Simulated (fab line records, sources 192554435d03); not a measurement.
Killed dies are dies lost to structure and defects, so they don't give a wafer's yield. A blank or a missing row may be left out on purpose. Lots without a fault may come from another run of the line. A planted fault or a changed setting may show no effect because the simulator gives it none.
Chamber matching | flow n5_finfet | N5_SD_EPI_P_DESCUM_14 on rie_diel-02: 3 sister chambers
The step chemistry O2, time 7.9 s. 3 wafers are shown with their chamber, then 8 later ones without.

WAFERS WITH THEIR CHAMBER
wafer  | chamber | drypump_motor_current_A (A)
L085.2 | 3       | 4.8
L085.6 | 0       | 6.0
L087.3 | 1       | 5.9

WAFERS WITHOUT THEIR CHAMBER
wafer  | drypump_motor_current_A (A)
L087.6 | 5.9
L090.1 | 6.0
L090.4 | 4.7
L090.5 | 6.0
L092.1 | 4.7
L092.5 | 6.0
L095.5 | 4.8
L095.6 | 6.0

WHICH CHAMBER EACH WENT THROUGH
wafer  | from the rows above | in truth
L087.6 | 1                   | 1
L090.1 | 0                   | 0
L090.4 | 3                   | 3
L090.5 | 0                   | 0
L092.1 | 3                   | 3
L092.5 | 0                   | 0
L095.5 | 3                   | 3
L095.6 | 0                   | 0
Placed correctly: 8 of 8. Can't be placed from these rows: 0. Placed wrongly: 0.
How it was worked out, from the rows above alone: a wafer's distance from a chamber is the root of the sum, over the readings, of the square of ((its reading less the chamber's mean) divided by the reading's scatter). The wafer belongs to the nearest chamber; if the next one is less than 2 further off, it can't be placed. A chamber's mean is the mean of its shown wafers. The scatter: with one shown wafer a chamber, the root of the mean of the squares of how far each hidden wafer lies from its nearest shown one.
